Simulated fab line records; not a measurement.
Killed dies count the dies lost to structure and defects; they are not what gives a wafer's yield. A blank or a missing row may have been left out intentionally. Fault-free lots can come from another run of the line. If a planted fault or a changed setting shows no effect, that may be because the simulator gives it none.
Chamber matching || flow n5 finfet || 4 sister chambers for N5_BEOL_M0_SAQP_ETCH_102 on rie si-06
The step etches SiO2 in CF4, target depth 4 nm, time 4.4 s. 4 wafers are shown with their chamber, then 7 later ones without.

## EACH WAFER AND ITS CHAMBER
{"wafer": "L080.2", "chamber": 0, "throttle valve pct (%)": 21.84}
{"wafer": "L086.5", "chamber": 2, "throttle valve pct (%)": 21.90}
{"wafer": "L087.3", "chamber": 3, "throttle valve pct (%)": 21.49}
{"wafer": "L087.4", "chamber": 1, "throttle valve pct (%)": 22.30}

## WAFERS WHOSE CHAMBER IS MISSING
{"wafer": "L087.5", "throttle valve pct (%)": 21.88}
{"wafer": "L089.1", "throttle valve pct (%)": 22.30}
{"wafer": "L089.5", "throttle valve pct (%)": 21.90}
{"wafer": "L089.6", "throttle valve pct (%)": 21.49}
{"wafer": "L094.1", "throttle valve pct (%)": 21.49}
{"wafer": "L094.2", "throttle valve pct (%)": 21.83}
{"wafer": "L094.3", "throttle valve pct (%)": 22.32}

## CHAMBER TAKEN BY EACH
{"wafer": "L087.5", "from the rows above": "can't be placed: 2 or 0", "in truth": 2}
{"wafer": "L089.1", "from the rows above": 1, "in truth": 1}
{"wafer": "L089.5", "from the rows above": 2, "in truth": 2}
{"wafer": "L089.6", "from the rows above": 3, "in truth": 3}
{"wafer": "L094.1", "from the rows above": 3, "in truth": 3}
{"wafer": "L094.2", "from the rows above": 0, "in truth": 0}
{"wafer": "L094.3", "from the rows above": 1, "in truth": 1}
6 of 7 placed correctly. Not placeable from these rows: 1 (in 1, the candidates include the true chamber). 0 placed wrongly.
How it was worked out, from the rows above alone: a wafer's distance from a chamber is the root of the sum, over the readings, of the square of ((its reading less the chamber's mean) divided by the reading's scatter). If the next closest chamber is less than 2 further off than the closest, the wafer can't be placed; otherwise it belongs to the closest. The mean given for a chamber averages the wafers shown for that chamber. The scatter: root of mean squared gap, hidden wafer to nearest shown wafer, with one shown wafer a chamber.
